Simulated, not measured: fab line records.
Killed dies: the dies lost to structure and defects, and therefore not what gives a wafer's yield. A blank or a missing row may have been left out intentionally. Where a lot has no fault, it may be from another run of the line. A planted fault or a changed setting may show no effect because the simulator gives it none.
Struck lot and sound lot, side by side	flow nand harc	40 steps out of a route of 1302
Sound: these wafers, L784.1, L784.3, L784.6. Struck: wafer L795.1 (L795.2, L795.4, from the same lot, were not struck and are left out); the cause is given at the end.
Each step with rows lists, per side, the tool, then ch with its chambers, then its first start. Under that, the readings that differ: sound wafers	struck wafers	difference of the means	sigmas: that difference in standard deviations of wafers without a fault.
alike: readings whose means differ by less than 2 such deviations, and words and numbers that are the same on both sides. not compared: withheld readings, readings that some wafer has no value for, bounds like >300 that may hide the same value, and numbers for which the record gives no deviation and whose values overlap.
Wherever a step has rows on one side only, a row that says differs or no value, or a row with sigmas, the two part there. Non-overlapping numbers with no deviation appear without sigmas and do not part them. A reading that every wafer of one side lacks parts them only if that side has two wafers or more.

NHARC_P_M1_INSPECT_11:
  sound on defect inspect-01, day 8 02:40; struck on defect inspect-01, day 13 07:05
  alike: raw defect count
then, 2 steps without rows for these wafers: NHARC_P_M1_DESCUM_14 (chemistry O2, time 3 s); NHARC_P_M1_ETCH_35 (etches the open film in N2/H2, target depth 40 nm, overetch 12 nm, time 43.94 s).
NHARC_P_M1_ETCH_15: etches the open film in C4F8/Ar, target depth 182.5 nm, time 91.2 s.
  sound on rie diel-01 ch 0,2,3; struck on rie diel-01 ch 3
  alike: chamber pressure mTorr, oes product au, rf vpp V
  not compared: rf hours counter h
NHARC_P_M1_CD_MEAS_16:
  sound on cd sem-01, day 8 03:17; struck on cd sem-01, day 13 07:28
  alike: cd nm
NHARC_P_M1_STRIP_18: strips in N2/H2.
  sound on rie diel-02 ch 0,1,2, day 8 03:23; struck on rie diel-01 ch 2, day 13 07:32
reading	sound	struck	difference	sigmas
oes product au (a.u.)	0.991 0.979 1.007	1.024	+0.032	+3
  alike: chamber pressure mTorr, drypump motor current A, rf vpp V, showerhead plenum p Torr, throttle valve pct
  not compared: rf hours counter h
then, 2 steps without rows for these wafers: NHARC_P_M1_ETCH_28 (etches the open film in CF4/N2, target depth 30 nm, time 72.99 s); NHARC_P_M1_STRIP_19 (strips in post etch residue remover, time 600 s).
NHARC_P_M1_DEGAS_29: time 60 s.
  sound on pvd sputter-03, day 8 04:01; struck on pvd sputter-03, day 13 08:11
reading	sound	struck	difference	sigmas
susceptor temp C (C)	- - -	250.03	no value on the sound wafers	
  alike: heater power w
then, 3 steps without rows for these wafers: NHARC_P_M1_PRE_CLEAN_30 (time 30 s); NHARC_P_M1_PVD_20 (deposits TaN, target thk 5 nm, time 8.06 s); NHARC_P_M1_PVD_21 (deposits Cu, target thk 30 nm, time 20.49 s).
NHARC_P_M1_ECD_22: material Cu, target thk 400 nm.
  sound on ecd cu-02 ch 1, day 8 04:22; struck on ecd cu-01 ch 0,1, day 13 08:33
then, 2 steps without rows for these wafers: NHARC_P_M1_ANNEAL_31 (time 90 s); NHARC_P_M1_CMP_23 (polishes, t overpolish 20 s, target thk 157.82 nm).
NHARC_P_M1_THK_MEAS_24: measures by xrf.
  sound on film metro-01, day 8 05:24; struck on film metro-01, day 13 09:37
  alike: thk nm
then, 13 steps without rows for these wafers: NHARC_P_M1_SRD_25; NHARC_P_M1_PRE_CLEAN_32 (time 12 s); NHARC_P_M1_DEP_33 (deposits SiCN, target thk 30 nm); NHARC_P_M2_DEP_00 (deposits SiOC, target thk 182.5 nm); NHARC_P_M2_DEHYDRATE_01 (time 120 s); NHARC_P_M2_HMDS_02 (time 30 s); NHARC_P_M2_COAT_34 (time 65 s); NHARC_P_M2_COAT_03 (resist thk 90 nm); NHARC_P_M2_SOFTBAKE_04 (time 55 s); NHARC_P_M2_EBR_05; NHARC_P_M2_EXPOSE_06 (exposes mask P M2, target cd 170 nm); NHARC_P_M2_PEB_07 (peb time 65 s); NHARC_P_M2_DEVELOP_08 (develop time 35 s).
NHARC_P_M2_CD_MEAS_09 targets a cd of 170 nm.
  sound on cd sem-03 ch 0, day 8 06:50; struck on cd sem-02 ch 0, day 13 11:02
reading	sound	struck	difference	sigmas
cd nm (nm)	169.5 169.5 169.8	168.0	-1.6	-3
NHARC_P_M2_OVL_MEAS_10: pitch 340 nm.
  sound on overlay-01, day 8 06:55; struck on overlay-02, day 13 11:08
reading	sound	struck	difference	sigmas
overlay y nm (nm)	1.7 1.3 1.6	-0.9	-2.4	-3
  alike: overlay x nm
NHARC_P_M2_DESCUM_14: chemistry O2, time 3 s.
  sound on rie diel-12 ch 0,1, day 8 07:02; struck on rie diel-04 ch 1, day 13 11:13
reading	sound	struck	difference	sigmas
chamber pressure mTorr (mTorr)	59.98 60.00 60.05	59.85	-0.16	-3
oes product au (a.u.)	1.007 0.981 0.981	1.012	+0.022	+2
rf vpp V (V)	55.6 55.5 57.8	59.2	+2.9	+3
showerhead plenum p Torr (Torr)	1.81 1.81 1.81	2.05	+0.24	+2
  alike: drypump motor current A, throttle valve pct
  not compared: rf hours counter h
then, 1 step without rows for these wafers: NHARC_P_M2_ETCH_35 (etches the open film in N2/H2, target depth 40 nm, overetch 12 nm, time 43.94 s).
NHARC_P_M2_ETCH_15: etches the open film in C4F8/Ar, target depth 182.5 nm, time 91.2 s.
  sound on rie diel-12 ch 0,1,2; struck on rie diel-04 ch 3
  alike: chamber pressure mTorr, oes product au, rf vpp V
  not compared: rf hours counter h
NHARC_P_M2_CD_MEAS_16:
  sound on cd sem-01, day 8 07:22; struck on cd sem-01, day 13 11:32
  alike: cd nm
then, 4 steps without rows for these wafers: NHARC_P_M2_STRIP_18 (strips in N2/H2); NHARC_P_M2_ETCH_28 (etches the open film in CF4/N2, target depth 30 nm, time 72.99 s); NHARC_P_M2_STRIP_19 (strips in post etch residue remover, time 600 s); NHARC_P_M2_DEGAS_29 (time 60 s).
-- break in the record here, with 17 days between the starts of the struck wafers on either side (left off in module P_M2, picked up again in module END, where the first step shown is number 1302 on the route) --
NHARC_END_SORT_01:
  at this point the record logs the struck wafers (prober-01 ch 0, day 30 23:05) and has no rows for the sound ones

## WHERE THEY PART
First at NHARC_P_M1_STRIP_18; last, within this record, at NHARC_END_SORT_01.

WHY: what the simulator had put in
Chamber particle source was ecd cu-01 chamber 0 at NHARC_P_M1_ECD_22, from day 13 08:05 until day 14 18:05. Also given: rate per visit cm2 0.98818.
